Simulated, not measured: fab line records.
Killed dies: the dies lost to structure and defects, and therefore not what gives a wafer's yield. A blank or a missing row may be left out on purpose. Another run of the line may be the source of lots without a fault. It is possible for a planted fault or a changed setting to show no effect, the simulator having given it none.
What tool caused it?	flow n5 finfet	72 wafers from 24 lots sampled at 5 of the route's 1938 steps

WHAT THE GAUGES SHOWED, per wafer
N5_MOL_CONTACT_COAG_OVL_MEAS_41. Usual: VD_OVL gives 0.4 nm (standard deviation 0.7).
lot	measured	on	VD_OVL (nm)	flag
L074	day 5 05:57	overlay-02	1.6 0.9 0.8	
L075	day 5 08:43	overlay-01	0.0 0.4 0.3	
L076	day 5 17:52	overlay-01	0.1 0.3 0.1	
L077	day 6 00:58	overlay-01	0.6 0.8 1.1	
L078	day 6 01:05	overlay-02	-0.2 -0.7 -0.2	
L079	day 6 11:40	overlay-01	0.7 1.4 1.2	
L080	day 6 15:53	overlay-01	0.1 0.2 0.2	
L081	day 6 22:17	overlay-01	0.7 0.3 0.4	
L082	day 7 08:58	overlay-02	-0.3 -0.6 -0.7	
L083	day 7 09:38	overlay-01	-0.4 -0.7 0.5	
L084	day 7 23:08	overlay-01	1.1 1.1 0.8	
L085	day 7 23:11	overlay-02	0.7 2.0 0.7	
L086	day 8 02:50	overlay-02	-0.1 1.0 1.1	
L087	day 8 09:02	overlay-02	1.0 -0.3 0.0	
L088	day 8 17:13	overlay-01	-0.6 -0.3 0.0	
L089	day 8 22:58	overlay-02	0.1 0.7 1.0	
L090	day 9 03:42	overlay-02	0.1 2.0 1.0	
L091	day 9 10:17	overlay-02	-0.9 -0.2 0.0	
L092	day 9 13:14	overlay-02	-0.4 0.0 0.3	
L093	day 9 22:19	overlay-01	0.6 0.6 -0.1	
L094	day 10 04:58	overlay-01	0.6 0.8 1.2	
L095	day 10 15:22	overlay-02	1.4 1.3 0.9	
L096	day 10 17:32	overlay-01	2.2 1.3 1.2	
L097	day 11 04:05	overlay-01	-0.5 -0.6 0.5	

N5_MOL_CONTACT_COAG_INSPECT_42: inspects for defects (brightfield). Usual: 204 for raw defect count, sd 47.
lot	measured	on	raw defect count	flag
L074	day 5 06:00	defect inspect-01	238 239 191	
L075	day 5 08:45	defect inspect-01	203 170 220	
L076	day 5 17:55	defect inspect-02	203 208 179	
L077	day 6 01:00	defect inspect-02	172 267 259	
L078	day 6 01:09	defect inspect-01	263 216 184	
L079	day 6 11:43	defect inspect-02	186 205 217	
L080	day 6 15:56	defect inspect-01	230 269 235	
L081	day 6 22:21	defect inspect-01	180 213 226	
L082	day 7 09:01	defect inspect-01	198 145 134	
L083	day 7 09:41	defect inspect-01	185 214 215	
L084	day 7 23:11	defect inspect-02	211 134 235	
L085	day 7 23:14	defect inspect-01	170 152 125	
L086	day 8 02:54	defect inspect-01	200 218 268	
L087	day 8 09:05	defect inspect-01	212 168 223	
L088	day 8 17:17	defect inspect-02	279 206 232	
L089	day 8 23:02	defect inspect-02	165 233 230	
L090	day 9 03:46	defect inspect-02	200 263 213	
L091	day 9 10:20	defect inspect-02	171 132 129	
L092	day 9 13:18	defect inspect-02	189 224 156	
L093	day 9 22:23	defect inspect-01	240 141 185	
L094	day 10 05:01	defect inspect-02	256 245 327	
L095	day 10 15:25	defect inspect-01	302 232 233	
L096	day 10 17:35	defect inspect-02	335 202 216	
L097	day 11 04:09	defect inspect-01	201 287 253	

N5_MOL_CONTACT_COAG_INSPECT_97: inspects for defects (darkfield). Usual: 43 for raw defect count, sd 16.
lot	measured	on	raw defect count	flag
L074	day 5 10:43	defect inspect-01	39 31 35	
L075	day 5 13:53	defect inspect-02	34 65 37	
L076	day 5 22:41	defect inspect-02	16 19 17	
L077	day 6 05:46	defect inspect-02	29 48 41	
L078	day 6 08:43	defect inspect-01	35 32 31	
L079	day 6 16:34	defect inspect-02	55 35 28	
L080	day 6 20:43	defect inspect-01	45 49 54	
L081	day 7 03:07	defect inspect-01	41 42 40	
L082	day 7 13:51	defect inspect-01	39 40 23	
L083	day 7 16:51	defect inspect-02	31 28 35	
L084	day 8 04:11	defect inspect-01	78 75 49	
L085	day 8 07:10	defect inspect-01	25 28 22	
L086	day 8 10:08	defect inspect-01	47 46 26	
L087	day 8 13:49	defect inspect-02	39 66 32	
L088	day 8 22:21	defect inspect-01	35 32 28	
L089	day 9 03:41	defect inspect-01	81 42 78	
L090	day 9 08:27	defect inspect-02	39 41 28	
L091	day 9 15:16	defect inspect-02	51 51 77	
L092	day 9 18:12	defect inspect-02	51 53 59	
L093	day 10 03:31	defect inspect-02	28 37 31	
L094	day 10 09:46	defect inspect-01	38 39 58	
L095	day 10 20:24	defect inspect-01	27 26 36	
L096	day 10 23:23	defect inspect-02	19 44 22	
L097	day 11 08:50	defect inspect-02	65 58 44	

WHAT TOOL EACH LOT RAN ON (gives the tool, then ch and the chambers of the sampled wafers, and finally the start)
lot	N5_MOL_CONTACT_COAG_ETCHBACK_134	N5_MOL_CONTACT_COAG_ETCHBACK_136
L074	rie diel-04 ch 0,1,3, day 5 06:23	rie diel-04 ch 0,1,3, day 5 06:31
L075	rie diel-02 ch 0,2,3, day 5 09:32	rie diel-02 ch 0,2,3, day 5 09:40
L076	rie diel-02 ch 0,2, day 5 18:19	rie diel-02 ch 0,2, day 5 18:27
L077	rie diel-01 ch 0,2,3, day 6 01:25	rie diel-01 ch 0,2,3, day 6 01:32
L078	rie diel-04 ch 1,3, day 6 01:44	rie diel-04 ch 1,3, day 6 01:52
L079	rie diel-04 ch 2,3, day 6 12:15	rie diel-04 ch 2,3, day 6 12:22
L080	rie diel-02 ch 0,2,3, day 6 16:23	rie diel-02 ch 0,2,3, day 6 16:31
L081	rie diel-04 ch 0,1, day 6 22:49	rie diel-04 ch 0,1, day 6 22:56
L082	rie diel-02 ch 0,2,3, day 7 09:31	rie diel-02 ch 0,2,3, day 7 09:38
L083	rie diel-04 ch 0,1,3, day 7 10:08	rie diel-04 ch 0,1,3, day 7 10:16
L084	rie diel-04 ch 2,3, day 7 23:48	rie diel-04 ch 2,3, day 7 23:56
L085	rie diel-04 ch 0,1, day 8 00:08	rie diel-04 ch 0,1, day 8 00:16
L086	rie diel-01 ch 0,2,3, day 8 03:42	rie diel-01 ch 0,2,3, day 8 03:49
L087	rie diel-02 ch 2,3, day 8 09:29	rie diel-02 ch 2,3, day 8 09:36
L088	rie diel-01 ch 0,1,2, day 8 17:53	rie diel-01 ch 0,1,2, day 8 18:01
L089	rie diel-04 ch 1,2,3, day 8 23:22	rie diel-04 ch 1,2,3, day 8 23:30
L090	rie diel-01 ch 0,2,3, day 9 04:07	rie diel-01 ch 0,2,3, day 9 04:14
L091	rie diel-01 ch 1,2,3, day 9 10:54	rie diel-01 ch 1,2,3, day 9 11:02
L092	rie diel-02 ch 0,1,3, day 9 13:53	rie diel-02 ch 0,1,3, day 9 14:01
L093	rie diel-01 ch 1,2,3, day 9 23:12	rie diel-01 ch 1,2,3, day 9 23:19
L094	rie diel-02 ch 1,2,3, day 10 05:26	rie diel-02 ch 1,2,3, day 10 05:33
L095	rie diel-02 ch 0,1,3, day 10 16:01	rie diel-02 ch 0,1,3, day 10 16:09
L096	rie diel-01 ch 0,2,3, day 10 18:37	rie diel-01 ch 0,2,3, day 10 18:44
L097	rie diel-02 ch 1,3, day 11 04:30	rie diel-02 ch 1,3, day 11 04:38
- N5_MOL_CONTACT_COAG_ETCHBACK_134: etches SiO2 in CHF3, target depth 10 nm, time 6.7 s.
- N5_MOL_CONTACT_COAG_ETCHBACK_136: etches SiO2 in CHF3, target depth 25 nm, time 16.7 s.

WHAT THE TOOLS THEMSELVES READ (means of the sampled wafers that have a number; where no wafer has one, the mark that the record gives instead)
N5_MOL_CONTACT_COAG_ETCHBACK_134. Usual: drypump motor current A 5.6 A, standard deviation 0.43; oes product au 0.79 a.u., standard deviation 0.059; rf vpp V 526 V, standard deviation 17; showerhead plenum p Torr 2.37 Torr, standard deviation 0.086; throttle valve pct 18.71 %, standard deviation 0.11.
lot	tool	drypump motor current A (A)	oes product au (a.u.)	rf vpp V (V)	showerhead plenum p Torr (Torr)	throttle valve pct (%)	flag
L074	rie diel-04	5.6	0.75	529	2.38	18.67	
L075	rie diel-02	5.6	0.83	530	2.41	18.66	
L076	rie diel-02	5.9	0.80	524	2.45	18.71	
L077	rie diel-01	5.7	0.79	518	2.33	18.68	
L078	rie diel-04	5.7	0.75	531	2.45	18.71	
L079	rie diel-04	5.0	0.89	505	2.45	18.73	
L080	rie diel-02	5.6	0.82	530	2.41	18.68	
L081	rie diel-04	5.7	0.76	535	2.36	18.71	
L082	rie diel-02	5.6	0.81	530	2.41	18.69	
L083	rie diel-04	5.7	0.73	529	2.38	18.71	
L084	rie diel-04	5.1	0.86	505	2.45	18.76	
L085	rie diel-04	5.7	0.73	529	2.31	18.71	
L086	rie diel-01	5.8	0.78	517	2.32	18.71	
L087	rie diel-02	5.2	0.82	522	2.45	18.69	
L088	rie diel-01	5.9	0.79	513	2.32	18.61	
L089	rie diel-04	5.4	0.80	520	2.44	18.76	
L090	rie diel-01	5.8	0.77	517	2.32	18.72	
L091	rie diel-01	5.6	0.78	531	2.33	18.67	
L092	rie diel-02	5.4	0.79	537	2.36	18.72	
L093	rie diel-01	5.6	0.77	531	2.33	18.67	
L094	rie diel-02	5.3	0.79	523	2.44	18.76	
L095	rie diel-02	5.4	0.78	537	2.36	18.72	
L096	rie diel-01	5.7	0.77	517	2.31	18.74	
L097	rie diel-02	5.0	0.80	530	2.40	18.72	

N5_MOL_CONTACT_COAG_ETCHBACK_136. Usual: drypump motor current A 5.6 A, standard deviation 0.43; oes product au 0.78 a.u., standard deviation 0.057; rf vpp V 526 V, standard deviation 18; showerhead plenum p Torr 2.37 Torr, standard deviation 0.086; throttle valve pct 18.71 %, standard deviation 0.11.
lot	tool	drypump motor current A (A)	oes product au (a.u.)	rf vpp V (V)	showerhead plenum p Torr (Torr)	throttle valve pct (%)	flag
L074	rie diel-04	5.6	0.76	530	2.38	18.66	
L075	rie diel-02	5.6	0.83	529	2.41	18.66	
L076	rie diel-02	5.9	0.80	526	2.45	18.71	
L077	rie diel-01	5.7	0.79	518	2.33	18.67	
L078	rie diel-04	5.7	0.75	531	2.45	18.70	
L079	rie diel-04	5.0	0.88	504	2.45	18.74	
L080	rie diel-02	5.6	0.82	529	2.41	18.69	
L081	rie diel-04	5.7	0.76	535	2.36	18.73	
L082	rie diel-02	5.6	0.82	529	2.41	18.69	
L083	rie diel-04	5.7	0.74	530	2.38	18.71	
L084	rie diel-04	5.1	0.85	505	2.45	18.75	
L085	rie diel-04	5.7	0.73	529	2.31	18.71	
L086	rie diel-01	5.8	0.77	517	2.32	18.70	
L087	rie diel-02	5.2	0.81	523	2.45	18.70	
L088	rie diel-01	5.9	0.79	514	2.32	18.61	
L089	rie diel-04	5.3	0.80	520	2.44	18.76	
L090	rie diel-01	5.7	0.77	516	2.32	18.73	
L091	rie diel-01	5.6	0.78	531	2.33	18.67	
L092	rie diel-02	5.4	0.79	538	2.36	18.71	
L093	rie diel-01	5.6	0.77	532	2.33	18.67	
L094	rie diel-02	5.3	0.78	525	2.44	18.75	
L095	rie diel-02	5.4	0.79	537	2.36	18.73	
L096	rie diel-01	5.7	0.75	517	2.31	18.73	
L097	rie diel-02	5.0	0.80	529	2.40	18.72	

THE ANSWER, worked out from the rows above alone
Rule: take the mean of a lot's wafers that have a number; if it is more than 3 standard deviations from the usual mean, the lot is off. Also off: a lot with no number at a reading for which 4 or more lots have one. Any other lot the step has rows for is counted as sound. The gauges are gone through in route order, then the tools' own readings, and for those a lot's mean is taken as printed above. The first step at which some lot is off is used, and at that step the reading that is off furthest; a lot without a number counts as furthest.
No lot is off at any reading shown: from this, nothing can be told.

WHAT THE SIMULATOR HAD PUT IN
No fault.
